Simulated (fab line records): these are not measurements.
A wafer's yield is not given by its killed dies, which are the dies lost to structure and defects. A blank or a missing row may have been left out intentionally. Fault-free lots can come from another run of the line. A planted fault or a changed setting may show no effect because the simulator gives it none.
A single fault, viewed from 3 desks / flow n5_finfet / each desk holds nothing but its own numbers, with what lay behind them at the end

== THE DEFECT DESK ==
What the inspections along the route counted, lot by lot: means of the sampled wafers that have a number. The brackets show how far a lot's mean lies from the usual mean; more than 4 standard deviations puts the lot out of limits, marked OUT.
Columns: A = raw_defect_count at N5_BEOL_M4_INSPECT_59, usual 71
lot=L831; first seen here=day 9 01:06; A=100
lot=L834; first seen here=day 9 14:11; A=86
lot=L836; first seen here=day 9 22:59; A=79
lot=L839; first seen here=day 10 18:37; A=87
lot=L840; first seen here=day 11 14:22; A=133
lot=L845; first seen here=day 12 02:18; A=40
lot=L844; first seen here=day 12 06:44; A=79
lot=L851; first seen here=day 13 21:12; A=63
lot=L852; first seen here=day 14 04:16; A=63
lot=L853; first seen here=day 14 08:27; A=85
This desk's finding: nothing out of limits on any of the 10 lots.

== DESK OF THE TOOL OWNER: rie_diel-06 ==
The tool's own readings at N5_BEOL_M5_VIA_ETCH_34 (etches SiCOH lowk in C4F6/O2, target depth 88.3 nm, time 39.2 s): means of the sampled wafers that have a number, for each lot that ran on this tool. The brackets show how far a lot's mean lies from the usual mean; more than 4 standard deviations puts the lot out of limits, marked OUT.
Columns: A = O2_flow_sccm at N5_BEOL_M5_VIA_ETCH_34, usual 10.001 sccm; B = drypump_motor_current_A at N5_BEOL_M5_VIA_ETCH_34, usual 5.7 A; C = oes_product_au at N5_BEOL_M5_VIA_ETCH_34, usual 0.78 a.u.; D = rf_fwd_power_W at N5_BEOL_M5_VIA_ETCH_34, usual 340.8 W; E = rf_vpp_V at N5_BEOL_M5_VIA_ETCH_34, usual 664 V; F = showerhead_plenum_p_Torr at N5_BEOL_M5_VIA_ETCH_34, usual 2.84 Torr; G = throttle_valve_pct at N5_BEOL_M5_VIA_ETCH_34, usual 20.94 %
lot=L831; first seen here=day 9 07:41; A=9.982; B=5.7; C=0.81; D=340.4; E=666; F=2.80; G=20.99
lot=L836; first seen here=day 10 03:56; A=9.993; B=5.7; C=0.83; D=340.7; E=668; F=2.88; G=20.90
lot=L839; first seen here=day 10 23:42; A=9.992; B=5.7; C=0.83; D=341.7; E=668; F=2.87; G=20.91
lot=L840; first seen here=day 11 19:55; A=9.995; B=5.7; C=0.79; D=341.5; E=664; F=2.79; G=21.02
lot=L845; first seen here=day 12 08:15; A=10.010; B=5.9; C=0.84; D=339.6; E=663; F=2.77; G=21.21
lot=L844; first seen here=day 12 13:20; A=10.020; B=5.8; C=0.84; D=340.1; E=662; F=2.77; G=21.21
This desk's finding: nothing out of limits on any of the 6 lots.

== FROM THE METROLOGY DESK ==
What the gauges read, lot by lot, whatever tool the lot ran on: means of the sampled wafers that have a number. The brackets show how far a lot's mean lies from the usual mean; more than 4 standard deviations puts the lot out of limits, marked OUT.
Columns: A = cd_nm at N5_BEOL_M5_CD_MEAS_35, usual 28.08 nm
lot=L831; first seen here=day 9 08:05; A=27.99
lot=L834; first seen here=day 9 22:57; A=28.54
lot=L836; first seen here=day 10 04:19; A=28.21
lot=L839; first seen here=day 11 00:05; A=27.99
lot=L840; first seen here=day 11 20:19; A=27.89
lot=L845; first seen here=day 12 08:39; A=28.37
lot=L844; first seen here=day 12 13:43; A=27.73
lot=L851; first seen here=day 14 04:20; A=28.13
lot=L852; first seen here=day 14 11:54; A=28.12
lot=L853; first seen here=day 14 13:11; A=27.94
This desk's finding: nothing out of limits on any of the 10 lots.

== ALL TOGETHER ==
The defect desk saw nothing out of limits.
The desk of the tool owner found nothing out of limits.
The metrology desk saw nothing out of limits.

== WHAT WAS PUT IN BY THE SIMULATOR ==
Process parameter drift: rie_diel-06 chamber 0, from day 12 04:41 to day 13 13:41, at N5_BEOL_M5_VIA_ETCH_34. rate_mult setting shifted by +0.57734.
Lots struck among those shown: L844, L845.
